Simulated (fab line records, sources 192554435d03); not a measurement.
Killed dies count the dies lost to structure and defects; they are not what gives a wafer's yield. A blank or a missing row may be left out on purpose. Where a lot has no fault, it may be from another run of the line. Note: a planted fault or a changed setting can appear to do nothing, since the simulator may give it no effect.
fab line records	flow n5-finfet
record: lots: 24	wafers: 72	last-day: 17
route steps=1938 shown BEOL_M7@1319 BEOL_M8@1349
lots that met no fault: taken from a fault-free run of the same line
start-h: hours from the record's first day to the start of the lot's first wafer shown	wait-h: time in hours since the lot's previous step	" unchanged from the row above	L1.1+2: a single row standing in for several wafers	- no value present, or no start provided	* or withheld: withheld	< > ~ a bound
route shown NAME@n: names a module that has steps shown in the file, with the first one's number in the route	usual: average and standard deviation across the fault-free wafers	same: alike in all rows	chamber/n: place in a boat	sites: readings site by site	_std_site: how widely they spread, as a standard deviation	_edge_site: the outer-site mean with the inner-site mean subtracted	radius-mm: for every site, how far away it sits from the centre of the wafer	mask NAME#n: copy n	behind: the last tool/chamber to shape the wafer	hold: what put the lot on hold/how long, in hours/how the hold closed	device: which transistor (n, p or np) failed to switch	end of line: the same wafers' tests at the end of the route	where a step has no rows: the recipe by itself	killed: at the first sort, the dies lost to defects and structure; wafer yield is something else	map: a wafer's dies, marking killed ones x, the rest . and places with no die _
set.NAME: the run value of the setting; set.NAME@STEP: its run value at that earlier step	model.NAME: the simulator's own value behind a step, which no gauge read
the route's steps for a sample of lots (tables are steps, rows are wafers)
services: from which hour (start-h, from the record's first day; less than 0 if before it) a tool's chamber was out of use, for how many hours, and why
== steps ==
step: N5_BEOL_M7_PRE_CLEAN_45
recipe: gas: H2/He	time-s: 30	temp-c: 250
usual: heater-power-w: 344/47
lot.wafer	tool	chamber	start-h	wait-h	heater-power-w
L075.1	pvd-sputter-02	-	194.96	0.0	282
L075.4	"	-	"	"	310
L075.5	"	-	"	"	279
L074.1	pvd-sputter-02	-	195.48	0.0	425
L074.3	"	-	"	"	311
L074.6	"	-	"	"	283
L076.2	pvd-sputter-02	-	203.23	0.0	310
L076.3	"	-	"	"	424
L076.6	"	-	"	"	318
L077.3	pvd-sputter-01	-	208.63	0.0	317
L077.4	"	-	"	"	372
L077.6	"	-	"	"	344
L078.1	pvd-sputter-01	-	220.84	0.0	367
L078.3	"	-	"	"	391
L078.5	"	-	"	"	368
L079.1	pvd-sputter-01	-	227.26	0.0	368
L079.5	"	-	"	"	368
L079.6	"	-	"	"	338
L080.1	pvd-sputter-02	-	228.83	0.0	404
L080.4	"	-	"	"	420
L080.6	"	-	"	"	279
L081.4	pvd-sputter-02	-	248.52	0.0	398
L081.5	"	-	"	"	284
L081.6	"	-	"	"	417
L082.2	pvd-sputter-02	-	248.68	0.0	306
L082.3	"	-	"	"	397
L082.6	"	-	"	"	393
L083.1	pvd-sputter-02	-	256.19	0.0	410
L083.2	"	-	"	"	407
L083.4	"	-	"	"	318
L086.2	pvd-sputter-03	-	260.52	0.0	298
L086.3	"	-	"	"	305
L086.5	"	-	"	"	333
L085.2	pvd-sputter-01	-	261.50	0.0	389
L085.3	"	-	"	"	363
L085.4	"	-	"	"	348
L084.1	pvd-sputter-02	-	261.83	0.0	391
L084.2	"	-	"	"	285
L084.3	"	-	"	"	422
L087.2	pvd-sputter-02	-	269.38	0.0	312
L087.3	"	-	"	"	400
L087.6	"	-	"	"	417
L089.3	pvd-sputter-02	-	283.63	0.0	419
L089.5	"	-	"	"	398
L089.6	"	-	"	"	428
L088.1	pvd-sputter-03	-	286.68	0.0	339
L088.3	"	-	"	"	291
L088.4	"	-	"	"	305
L091.2	pvd-sputter-01	-	289.08	0.0	402
L091.5	"	-	"	"	342
L091.6	"	-	"	"	364
L092.1	pvd-sputter-03	-	295.14	0.0	305
L092.4	"	-	"	"	334
L092.6	"	-	"	"	365
L090.2	pvd-sputter-01	-	296.32	0.0	311
L090.5	"	-	"	"	308
L090.6	"	-	"	"	333
L094.1	pvd-sputter-02	-	322.97	0.0	311
L094.2	"	-	"	"	274
L094.6	"	-	"	"	284
L093.3	pvd-sputter-01	-	325.12	0.0	364
L093.4	"	-	"	"	309
L093.6	"	-	"	"	368
L097.1	pvd-sputter-02	-	325.63	0.0	403
L097.2	"	-	"	"	277
L097.5	"	-	"	"	294
L095.1	pvd-sputter-03	-	325.81	0.0	297
L095.2	"	-	"	"	329
L095.4	"	-	"	"	354
L096.2	pvd-sputter-03	-	326.09	0.0	299
L096.4	"	-	"	"	332
L096.5	"	-	"	"	298
step: N5_BEOL_M8_ETCH_61
recipe: chemistry: CF4	target: SiARC	target-depth-a: 455	mask-material: CAR-ArF	time-s: 75.8	ion-energy-ev: 80	pressure-mtorr: 40	source-w: 545	bias-w: 36	Ar_flow_sccm: 100	cf4-flow-sccm: 100	ends: cleared
usual: drypump-motor-current-A: 5.6/0.51	etch-rf-on-time-s: 75.4/1.4	oes-product-au: 0.70/0.07	rf-vpp-V: 184.1/1	showerhead-plenum-p-Torr: 2.14/0.056	throttle-valve-pct: 15.52/0.18
lot.wafer	tool	chamber	start-h	wait-h	drypump-motor-current-A	etch-rf-on-time-s	oes-product-au	rf-hours-counter-h	rf-vpp-V	showerhead-plenum-p-Torr	throttle-valve-pct
L075.1	rie-diel-06	3	199.66	0.0	4.9	76.4	0.61	232	183.1	2.11	15.84
L075.4	"	0	"	"	5.8	74.6	0.61	212	184.4	2.12	15.65
L075.5	"	3	"	"	5.0	76.8	0.60	-	185.1	2.11	15.86
L074.1	rie-diel-02	2	199.89	0.0	4.9	75.2	0.67	113	184.4	2.15	15.77
L074.3	"	1	"	"	6.7	75.3	0.78	34	182.5	2.09	15.36
L074.6	"	3	"	"	5.9	74.6	0.75	-	186.1	2.26	15.35
L076.2	rie-diel-06	2	208.60	0.0	6.1	76.6	0.72	52	183.4	2.09	15.50
L076.3	"	1	"	"	5.3	76.7	0.76	22	186.2	2.18	15.54
L076.6	"	1	"	"	5.3	76.2	0.76	-	184.8	2.18	15.52
L077.3	rie-diel-06	3	212.60	0.0	5.0	77.2	0.59	237	184.5	2.11	15.84
L077.4	"	2	"	"	6.1	76.5	0.71	54	182.7	2.09	15.49
L077.6	"	3	"	"	5.0	77.2	0.60	-	183.6	2.11	15.84
L078.1	rie-diel-06	2	227.72	0.0	6.1	76.5	0.70	62	183.7	2.08	15.53
L078.3	"	3	"	"	5.0	76.6	0.60	244	182.0	2.11	15.87
L078.5	"	2	"	"	6.1	76.4	0.70	-	184.0	2.08	15.50
L079.1	rie-diel-06	0	233.30	0.0	5.8	74.6	0.60	226	183.5	2.12	15.69
L079.5	"	3	"	"	5.0	77.0	0.59	-	182.4	2.11	15.87
L079.6	"	2	"	"	6.1	76.8	0.70	-	184.1	2.08	15.52
L080.1	rie-diel-06	0	236.06	0.0	5.8	74.3	0.59	227	183.6	2.11	15.70
L080.4	"	3	"	"	5.0	76.9	0.59	248	184.4	2.11	15.87
L080.6	"	0	"	"	5.8	73.5	0.60	-	186.5	2.12	15.69
L081.4	rie-diel-04	2	254.29	0.0	5.2	71.9	0.74	71	185.2	2.17	15.35
L081.5	"	2	"	"	5.1	72.4	0.75	-	185.5	2.17	15.37
L081.6	"	1	"	"	5.5	75.7	0.59	-	182.8	2.11	15.77
L082.2	rie-diel-02	3	254.37	0.0	5.9	73.8	0.73	59	184.4	2.26	15.38
L082.3	"	0	"	"	5.0	75.3	0.78	16	185.9	2.28	15.47
L082.6	"	0	"	"	5.0	75.5	0.78	-	185.0	2.28	15.46
L083.1	rie-diel-04	1	260.63	0.0	5.5	75.6	0.60	231	184.2	2.11	15.78
L083.2	"	0	"	"	6.2	75.6	0.68	87	184.1	2.17	15.19
L083.4	"	2	"	"	5.1	73.1	0.74	74	184.0	2.17	15.38
L086.2	rie-diel-04	3	264.39	0.0	5.5	75.2	0.65	145	184.3	2.14	15.66
L086.3	"	2	"	"	5.1	73.2	0.73	76	185.3	2.17	15.37
L086.5	"	2	"	"	5.1	73.2	0.74	-	184.7	2.17	15.38
L085.2	rie-diel-02	0	267.60	0.0	5.0	77.2	0.76	21	185.1	2.28	15.48
L085.3	"	3	"	"	5.9	75.3	0.73	65	185.0	2.26	15.39
L085.4	"	1	"	"	6.7	75.5	0.76	47	183.9	2.08	15.39
L084.1	rie-diel-04	1	268.59	0.0	5.4	75.7	0.59	234	183.3	2.10	15.80
L084.2	"	0	"	"	6.3	74.6	0.68	90	183.6	2.17	15.21
L084.3	"	2	"	"	5.1	72.6	0.74	77	184.2	2.17	15.38
L087.2	rie-diel-02	2	274.92	0.0	4.9	75.6	0.65	131	183.4	2.14	15.80
L087.3	"	1	"	"	6.7	75.5	0.75	50	183.0	2.08	15.39
L087.6	"	0	"	"	5.0	77.3	0.76	-	184.8	2.27	15.48
L089.3	rie-diel-06	1	287.44	0.0	5.3	77.3	0.72	51	185.1	2.17	15.58
L089.5	"	2	"	"	6.0	77.1	0.68	-	183.4	2.08	15.55
L089.6	"	1	"	"	5.3	77.0	0.71	-	185.2	2.17	15.58
L088.1	rie-diel-04	2	289.79	0.0	5.2	73.4	0.73	85	183.9	2.17	15.39
L088.3	"	0	"	"	6.3	75.1	0.67	98	185.3	2.16	15.22
L088.4	"	2	"	"	5.1	73.6	0.73	-	184.3	2.17	15.39
L091.2	rie-diel-04	2	293.15	0.0	5.1	72.7	0.73	87	183.7	2.16	15.40
L091.5	"	2	"	"	5.1	73.3	0.72	-	184.3	2.16	15.38
L091.6	"	0	"	"	6.3	75.7	0.67	-	184.3	2.16	15.20
L092.1	rie-diel-02	1	298.82	0.0	6.7	74.9	0.75	59	183.2	2.08	15.43
L092.4	"	2	"	"	4.9	74.9	0.65	139	183.7	2.14	15.82
L092.6	"	1	"	"	6.7	75.6	0.74	-	183.3	2.08	15.41
L090.2	rie-diel-06	1	300.14	0.0	5.3	76.7	0.71	56	184.0	2.17	15.60
L090.5	"	2	"	"	6.1	77.2	0.67	-	183.3	2.07	15.55
L090.6	"	1	"	"	5.3	77.5	0.71	-	184.8	2.17	15.59
L094.1	rie-diel-06	1	328.93	0.0	5.3	76.3	0.70	67	184.7	2.17	15.62
L094.2	"	2	"	"	6.1	76.6	0.66	103	182.8	2.07	15.59
L094.6	"	1	"	"	5.3	76.8	0.69	-	183.8	2.17	15.63
L093.3	rie-diel-06	1	329.31	0.0	5.3	77.0	0.70	67	184.9	2.17	15.60
L093.4	"	2	"	"	6.1	77.2	0.66	104	184.5	2.07	15.60
L093.6	"	0	"	"	5.8	74.1	0.84	-	182.9	2.10	15.25
L097.1	rie-diel-06	3	329.57	0.0	5.0	72.8	0.80	26	182.9	2.10	15.41
L097.2	"	0	"	"	5.8	74.5	0.84	8	183.4	2.10	15.27
L097.5	"	3	"	"	5.0	72.4	0.81	-	183.5	2.10	15.41
L095.1	rie-diel-04	0	329.89	0.0	6.2	75.7	0.66	115	184.0	2.16	15.26
L095.2	"	3	"	"	5.5	74.5	0.64	173	184.0	2.14	15.69
L095.4	"	0	"	"	6.2	74.7	0.66	-	183.5	2.16	15.25
L096.2	rie-diel-06	1	329.94	0.0	5.3	77.5	0.69	68	186.1	2.17	15.63
L096.4	"	0	"	"	5.8	73.5	0.83	8	182.7	2.10	15.27
L096.5	"	3	"	"	5.0	73.6	0.80	-	183.9	2.10	15.44
step: N5_BEOL_M8_CD_MEAS_28
recipe: target-cd-nm: 40	landing-energy-ev: 500	detector: se-inlens
usual: cd-nm: 39.98/0.22
same: landing-energy-ev: 500
lot.wafer	tool	chamber	start-h	wait-h	cd-nm
L074.1	cd-sem-02	0	201.79	-	40.06
L074.3	"	0	"	"	39.85
L074.6	"	0	"	"	40.13
L075.1	cd-sem-03	0	201.96	-	40.38
L075.4	"	0	"	"	39.98
L075.5	"	0	"	"	39.82
L076.2	cd-sem-01	0	210.42	-	39.83
L076.3	"	0	"	"	39.87
L076.6	"	0	"	"	39.63
L077.3	cd-sem-02	0	219.32	-	40.11
L077.4	"	0	"	"	39.92
L077.6	"	0	"	"	40.00
L078.1	cd-sem-01	0	228.58	-	39.84
L078.3	"	0	"	"	40.38
L078.5	"	0	"	"	40.19
L079.1	cd-sem-01	0	234.59	-	39.83
L079.5	"	0	"	"	40.26
L079.6	"	0	"	"	40.14
L080.1	cd-sem-03	0	236.97	-	39.77
L080.4	"	0	"	"	39.86
L080.6	"	0	"	"	39.59
L081.4	cd-sem-02	0	255.03	-	39.85
L081.5	"	0	"	"	39.97
L081.6	"	0	"	"	39.86
L082.2	cd-sem-01	0	255.25	-	40.03
L082.3	"	0	"	"	39.97
L082.6	"	0	"	"	39.93
L083.1	cd-sem-02	0	262.22	-	40.05
L083.2	"	0	"	"	40.08
L083.4	"	0	"	"	40.08
L086.2	cd-sem-01	0	265.25	-	39.74
L086.3	"	0	"	"	39.81
L086.5	"	0	"	"	40.07
L085.2	cd-sem-01	0	268.50	-	40.42
L085.3	"	0	"	"	40.08
L085.4	"	0	"	"	40.28
L084.1	cd-sem-03	0	269.53	-	40.07
L084.2	"	0	"	"	39.61
L084.3	"	0	"	"	39.90
L087.2	cd-sem-03	0	277.29	-	40.23
L087.3	"	0	"	"	39.72
L087.6	"	0	"	"	39.82
L089.3	cd-sem-02	0	288.30	-	39.70
L089.5	"	0	"	"	39.98
L089.6	"	0	"	"	39.93
L088.1	cd-sem-02	0	290.69	-	40.08
L088.3	"	0	"	"	39.65
L088.4	"	0	"	"	39.33
L091.2	cd-sem-01	0	294.06	-	40.00
L091.5	"	0	"	"	40.21
L091.6	"	0	"	"	39.76
L092.1	cd-sem-01	0	299.67	-	40.01
L092.4	"	0	"	"	39.90
L092.6	"	0	"	"	40.25
L090.2	cd-sem-03	0	300.94	-	40.33
L090.5	"	0	"	"	39.83
L090.6	"	0	"	"	39.45
L094.1	cd-sem-01	0	331.96	-	39.95
L094.2	"	0	"	"	39.82
L094.6	"	0	"	"	40.22
L093.3	cd-sem-03	0	332.01	-	40.04
L093.4	"	0	"	"	39.76
L093.6	"	0	"	"	39.66
L097.1	cd-sem-02	0	332.05	-	40.06
L097.2	"	0	"	"	40.22
L097.5	"	0	"	"	39.77
L095.1	cd-sem-01	0	332.10	-	39.90
L095.2	"	0	"	"	39.52
L095.4	"	0	"	"	39.59
L096.2	cd-sem-02	0	332.14	-	39.87
L096.4	"	0	"	"	39.81
L096.5	"	0	"	"	39.99
step: N5_BEOL_M8_ETCH_41
recipe: chemistry: CH3F/O2	target: SiCN	target-depth-a: 319	taper-deg: 2	time-s: 57.8	ion-energy-ev: 120	mask-material: TiN	pressure-mtorr: 30	source-w: 395	bias-w: 75	Ar_flow_sccm: 150	CH3F_flow_sccm: 30	O2_flow_sccm: 20
usual: CH3F_flow_sccm: 29.99/0.073	drypump-motor-current-A: 5.6/0.51	oes-product-au: 0.82/0.072	rf-vpp-V: 297.6/1.3	showerhead-plenum-p-Torr: 2.01/0.051	throttle-valve-pct: 16.23/0.19
lot.wafer	tool	chamber	start-h	wait-h	CH3F_flow_sccm	drypump-motor-current-A	oes-product-au	rf-hours-counter-h	rf-vpp-V	showerhead-plenum-p-Torr	throttle-valve-pct
L074.1	rie-diel-04	1	-	-	30.20	5.5	0.70	206	296.7	1.97	16.43
L074.3	"	2	"	"	30.00	5.1	0.90	50	297.6	2.04	16.05
L074.6	"	0	"	"	29.86	6.3	0.83	-	297.6	2.04	15.86
L075.1	rie-diel-02	2	-	-	29.85	4.9	0.79	114	296.6	2.00	16.44
L075.4	"	0	"	"	29.96	5.0	0.93	9	299.3	2.14	16.16
L075.5	"	3	"	"	29.97	5.9	0.88	-	298.2	2.11	16.04
L076.2	rie-diel-04	0	-	-	29.95	6.2	0.83	66	299.7	2.04	15.87
L076.3	"	3	"	"	30.03	5.5	0.78	123	297.7	2.02	16.37
L076.6	"	2	"	"	30.08	5.1	0.90	-	297.6	2.04	16.06
L077.3	rie-diel-04	2	-	-	30.08	5.2	0.89	56	298.2	2.03	16.06
L077.4	"	1	"	"	29.98	5.5	0.70	213	295.9	1.97	16.47
L077.6	"	1	"	"	29.96	5.5	0.71	-	297.7	1.97	16.44
L078.1	rie-diel-04	3	-	-	30.03	5.5	0.77	129	296.8	2.01	16.36
L078.3	"	2	"	"	29.97	5.1	0.88	59	298.3	2.03	16.07
L078.5	"	1	"	"	29.95	5.5	0.71	-	297.1	1.97	16.45
L079.1	rie-diel-04	0	-	-	29.93	6.2	0.81	76	296.0	2.03	15.90
L079.5	"	0	"	"	29.94	6.2	0.81	-	297.8	2.03	15.91
L079.6	"	3	"	"	29.99	5.5	0.78	-	297.8	2.01	16.37
L080.1	rie-diel-06	1	-	-	30.01	5.3	0.87	32	297.9	2.04	16.26
L080.4	"	3	"	"	30.12	5.0	0.69	250	297.3	1.97	16.56
L080.6	"	1	"	"	29.95	5.3	0.87	-	297.7	2.04	16.28
L081.4	rie-diel-04	2	-	-	29.74	5.2	0.87	72	298.1	2.03	16.09
L081.5	"	1	"	"	30.04	5.5	0.69	-	297.3	1.97	16.47
L081.6	"	2	"	"	29.98	5.1	0.87	-	297.3	2.03	16.08
L082.2	rie-diel-02	2	-	-	29.92	4.9	0.77	124	297.4	2.00	16.47
L082.3	"	3	"	"	29.95	5.9	0.87	60	300.0	2.11	16.06
L082.6	"	2	"	"	29.92	4.9	0.77	-	297.0	2.00	16.47
L083.1	rie-diel-02	1	-	-	30.12	6.7	0.89	45	295.3	1.94	16.10
L083.2	"	2	"	"	29.97	4.9	0.78	126	297.6	2.00	16.48
L083.4	"	3	"	"	29.95	5.9	0.87	63	300.5	2.11	16.06
L086.2	rie-diel-02	0	-	-	29.96	5.0	0.89	21	300.8	2.13	16.19
L086.3	"	2	"	"	30.03	4.9	0.76	127	298.8	2.00	16.46
L086.5	"	1	"	"	29.94	6.7	0.88	-	294.3	1.94	16.11
L085.2	rie-diel-06	2	-	-	30.05	6.1	0.80	81	296.9	1.94	16.30
L085.3	"	0	"	"	29.98	5.8	0.68	242	297.1	1.97	16.41
L085.4	"	3	"	"	30.10	5.0	1.01	3	294.9	1.96	16.08
L084.1	rie-diel-04	1	-	-	29.98	5.5	0.68	235	295.6	1.97	16.50
L084.2	"	2	"	"	29.94	5.1	0.85	78	297.8	2.03	16.09
L084.3	"	3	"	"	30.06	5.5	0.76	148	297.5	2.01	16.39
L087.2	rie-diel-06	2	-	-	29.95	6.1	0.79	83	295.6	1.94	16.29
L087.3	"	0	"	"	29.93	5.8	0.68	246	296.6	1.97	16.43
L087.6	"	1	"	"	29.95	5.3	0.85	-	298.7	2.03	16.32
L089.3	rie-diel-02	0	-	-	30.14	5.0	0.89	30	300.1	2.13	16.21
L089.5	"	1	"	"	30.09	6.7	0.87	-	297.7	1.94	16.13
L089.6	"	2	"	"	30.12	4.9	0.77	-	299.1	2.00	16.48
L088.1	rie-diel-04	2	-	-	29.99	5.2	0.84	86	298.3	2.02	16.11
L088.3	"	0	"	"	30.03	6.3	0.79	99	297.7	2.03	15.93
L088.4	"	0	"	"	29.96	6.2	0.79	-	297.7	2.03	15.95
L091.2	rie-diel-04	2	-	-	30.01	5.1	0.85	88	297.8	2.02	16.12
L091.5	"	2	"	"	29.90	5.1	0.85	-	297.6	2.02	16.12
L091.6	"	3	"	"	29.98	5.5	0.75	-	297.5	2.00	16.42
L092.1	rie-diel-04	0	-	-	30.00	6.2	0.78	102	295.9	2.02	15.94
L092.4	"	1	"	"	29.92	5.5	0.68	241	297.0	1.96	16.50
L092.6	"	2	"	"	30.07	5.1	0.84	-	298.1	2.02	16.13
L090.2	rie-diel-06	1	-	-	30.09	5.3	0.84	56	297.3	2.03	16.33
L090.5	"	1	"	"	29.96	5.3	0.83	-	297.5	2.03	16.31
L090.6	"	2	"	"	30.03	6.1	0.78	-	296.2	1.94	16.30
L094.1	rie-diel-04	0	-	-	29.99	6.2	0.78	117	298.3	2.02	15.99
L094.2	"	3	"	"	29.92	5.5	0.74	174	297.5	2.00	16.46
L094.6	"	3	"	"	30.13	5.5	0.74	-	297.4	2.00	16.46
L093.3	rie-diel-06	2	-	-	29.91	6.0	0.77	105	295.9	1.94	16.33
L093.4	"	3	"	"	29.97	5.0	0.93	28	295.0	1.96	16.11
L093.6	"	1	"	"	30.03	5.3	0.81	-	297.1	2.03	16.35
L097.1	rie-diel-04	2	-	-	29.98	5.1	0.84	99	297.8	2.02	16.14
L097.2	"	3	"	"	30.03	5.5	0.74	174	296.9	2.00	16.46
L097.5	"	2	"	"	30.01	5.1	0.83	-	296.7	2.02	16.14
L095.1	rie-diel-06	2	-	-	30.02	6.1	0.77	105	296.4	1.94	16.33
L095.2	"	0	"	"	30.02	5.8	0.97	9	296.9	1.97	16.02
L095.4	"	3	"	"	30.10	5.0	0.93	28	296.2	1.96	16.12
L096.2	rie-diel-02	2	-	-	30.01	4.9	0.75	149	297.8	1.99	16.50
L096.4	"	1	"	"	30.05	6.6	0.86	70	296.3	1.94	16.15
L096.5	"	2	"	"	30.08	4.9	0.75	-	298.2	1.99	16.51
step: N5_BEOL_M8_SURFACE_TREAT_79
recipe: gas: Ar	time-s: *	ion-energy-ev: *	ion-current-ma-cm2: 0.5	pressure-mtorr: *	ar-flow-sccm: 30
usual: ar-flow-sccm: 30.02/0.083	throttle-valve-pct: *
lot.wafer	tool	chamber	start-h	wait-h	ar-flow-sccm	throttle-valve-pct
L074.1	pvd-sputter-03	-	203.34	0.2	30.09	*
L074.3	"	-	"	"	30.03	*
L074.6	"	-	"	"	29.97	*
L075.1	pvd-sputter-01	-	204.12	0.3	29.98	*
L075.4	"	-	"	"	29.86	*
L075.5	"	-	"	"	30.00	*
L076.2	pvd-sputter-03	-	211.98	0.2	30.08	*
L076.3	"	-	"	"	30.10	*
L076.6	"	-	"	"	30.03	*
L077.3	pvd-sputter-01	-	221.80	0.6	30.04	*
L077.4	"	-	"	"	30.01	*
L077.6	"	-	"	"	29.91	*
L078.1	pvd-sputter-02	-	230.13	0.2	30.21	*
L078.3	"	-	"	"	30.10	*
L078.5	"	-	"	"	30.09	*
L079.1	pvd-sputter-01	-	238.93	0.2	30.03	*
L079.5	"	-	"	"	30.06	*
L079.6	"	-	"	"	30.04	*
L080.1	pvd-sputter-01	-	242.31	0.2	30.03	*
L080.4	"	-	"	"	30.06	*
L080.6	"	-	"	"	30.06	*
L081.4	pvd-sputter-01	-	257.20	0.2	30.00	*
L081.5	"	-	"	"	30.08	*
L081.6	"	-	"	"	29.98	*
L082.2	pvd-sputter-01	-	257.44	0.2	30.12	*
L082.3	"	-	"	"	29.90	*
L082.6	"	-	"	"	30.03	*
L083.1	pvd-sputter-03	-	264.10	0.2	30.03	*
L083.2	"	-	"	"	29.98	*
L083.4	"	-	"	"	30.11	*
L086.2	pvd-sputter-01	-	267.39	0.4	29.85	*
L086.3	"	-	"	"	29.94	*
L086.5	"	-	"	"	29.94	*
L085.2	pvd-sputter-01	-	270.51	0.4	30.02	*
L085.3	"	-	"	"	29.94	*
L085.4	"	-	"	"	30.10	*
L084.1	pvd-sputter-02	-	271.84	0.2	30.09	*
L084.2	"	-	"	"	29.95	*
L084.3	"	-	"	"	29.95	*
L087.2	pvd-sputter-03	-	279.31	0.2	30.14	*
L087.3	"	-	"	"	29.85	*
L087.6	"	-	"	"	30.01	*
L089.3	pvd-sputter-01	-	290.28	0.3	29.96	*
L089.5	"	-	"	"	30.02	*
L089.6	"	-	"	"	30.22	*
L088.1	pvd-sputter-01	-	293.06	0.5	30.03	*
L088.3	"	-	"	"	30.14	*
L088.4	"	-	"	"	29.95	*
L091.2	pvd-sputter-01	-	295.66	0.2	30.00	*
L091.5	"	-	"	"	30.01	*
L091.6	"	-	"	"	30.16	*
L092.1	pvd-sputter-03	-	301.18	0.2	29.97	*
L092.4	"	-	"	"	30.01	*
L092.6	"	-	"	"	30.17	*
L090.2	pvd-sputter-02	-	302.56	0.2	30.00	*
L090.5	"	-	"	"	29.98	*
L090.6	"	-	"	"	30.12	*
L094.1	pvd-sputter-01	-	334.01	0.5	30.15	*
L094.2	"	-	"	"	30.02	*
L094.6	"	-	"	"	30.04	*
L093.3	pvd-sputter-02	-	334.40	0.7	29.97	*
L093.4	"	-	"	"	29.93	*
L093.6	"	-	"	"	29.97	*
L097.1	pvd-sputter-02	-	334.88	0.2	29.99	*
L097.2	"	-	"	"	30.14	*
L097.5	"	-	"	"	30.07	*
L095.1	pvd-sputter-02	-	335.28	0.2	30.05	*
L095.2	"	-	"	"	30.07	*
L095.4	"	-	"	"	30.08	*
L096.2	pvd-sputter-02	-	335.32	0.2	29.81	*
L096.4	"	-	"	"	30.04	*
L096.5	"	-	"	"	30.01	*
step: N5_BEOL_M8_ANNEAL_51
recipe: temp-c: 225	time-s: 90	ambient: N2
usual: wafer_temp_C_max: 226.3/0.75
lot.wafer	tool	chamber	start-h	wait-h	wafer_temp_C_max
L074.1	rtp-anneal-02	0	203.73	0.1	226.4
L074.3	"	0	"	"	226.6
L074.6	"	0	"	"	227.4
L075.1	rtp-anneal-02	0	205.97	0.1	227.2
L075.4	"	0	"	"	226.4
L075.5	"	0	"	"	227.0
L076.2	rtp-anneal-01	0	212.73	0.3	225.6
L076.3	"	0	"	"	225.7
L076.6	"	0	"	"	225.8
L077.3	rtp-anneal-01	0	222.46	0.3	225.7
L077.4	"	0	"	"	225.7
L077.6	"	0	"	"	225.7
L078.1	rtp-anneal-01	0	232.24	0.2	225.9
L078.3	"	0	"	"	225.7
L078.5	"	0	"	"	225.5
L079.1	rtp-anneal-01	0	239.34	0.1	226.3
L079.5	"	0	"	"	225.7
L079.6	"	0	"	"	225.5
L080.1	rtp-anneal-01	0	243.11	0.3	225.5
L080.4	"	0	"	"	225.7
L080.6	"	0	"	"	225.8
L081.4	rtp-anneal-01	0	257.76	0.2	225.6
L081.5	"	0	"	"	225.7
L081.6	"	0	"	"	225.4
L082.2	rtp-anneal-01	0	258.06	0.2	226.0
L082.3	"	0	"	"	225.7
L082.6	"	0	"	"	225.8
L083.1	rtp-anneal-02	0	264.79	0.2	227.1
L083.2	"	0	"	"	227.0
L083.4	"	0	"	"	227.1
L086.2	rtp-anneal-01	0	267.90	0.1	225.6
L086.3	"	0	"	"	225.3
L086.5	"	0	"	"	225.4
L085.2	rtp-anneal-02	0	271.87	0.4	227.3
L085.3	"	0	"	"	227.4
L085.4	"	0	"	"	226.9
L084.1	rtp-anneal-02	0	272.27	0.1	226.4
L084.2	"	0	"	"	226.6
L084.3	"	0	"	"	226.4
L087.2	rtp-anneal-01	0	279.93	0.2	225.7
L087.3	"	0	"	"	225.7
L087.6	"	0	"	"	225.4
L089.3	rtp-anneal-02	0	290.83	0.2	226.7
L089.5	"	0	"	"	226.6
L089.6	"	0	"	"	226.7
L088.1	rtp-anneal-01	0	293.75	0.1	225.5
L088.3	"	0	"	"	225.4
L088.4	"	0	"	"	225.2
L091.2	rtp-anneal-02	0	296.21	0.1	226.4
L091.5	"	0	"	"	226.3
L091.6	"	0	"	"	226.8
L092.1	rtp-anneal-02	0	301.93	0.1	226.7
L092.4	"	0	"	"	226.8
L092.6	"	0	"	"	227.4
L090.2	rtp-anneal-02	0	305.77	0.1	227.1
L090.5	"	0	"	"	226.9
L090.6	"	0	"	"	227.2
L094.1	rtp-anneal-02	0	335.05	0.4	226.6
L094.2	"	0	"	"	227.6
L094.6	"	0	"	"	227.0
L093.3	rtp-anneal-01	0	335.26	0.5	225.8
L093.4	"	0	"	"	225.7
L093.6	"	0	"	"	225.8
L097.1	rtp-anneal-02	0	335.41	0.1	226.9
L097.2	"	0	"	"	227.0
L097.5	"	0	"	"	227.7
L095.1	rtp-anneal-01	0	335.86	0.1	225.5
L095.2	"	0	"	"	225.4
L095.4	"	0	"	"	225.8
L096.2	rtp-anneal-02	0	335.95	0.1	227.0
L096.4	"	0	"	"	227.1
L096.5	"	0	"	"	226.5
== services ==
tool	chamber	start-h	hours	kind
rie-diel-06	1	175.24	16.7	repair
pvd-sputter-02	-	187.05	3.7	repair
rie-diel-02	3	196.56	2.4	repair
rie-diel-02	-	217.41	0.9	repair
rie-diel-02	-	221.67	28.1	pm
rie-diel-06	3	240.20	-	clean
rie-diel-06	3	240.20	-	consumable-replace:focus-ring
rie-diel-06	3	240.20	19.6	scheduled-down
rie-diel-06	3	240.20	19.6	vent-cycle
rie-diel-04	1	283.96	9.8	repair
rie-diel-06	0	291.93	-	clean
rie-diel-06	0	291.93	-	consumable-replace:focus-ring
rie-diel-06	0	291.93	14.4	scheduled-down
rie-diel-06	0	291.93	14.4	vent-cycle
rie-diel-04	2	306.92	9.3	repair
rie-diel-04	1	322.19	-	clean
rie-diel-04	1	322.19	-	consumable-replace:focus-ring
rie-diel-04	1	322.19	16.8	scheduled-down
rie-diel-04	1	322.19	16.8	vent-cycle
== key ==
fault none
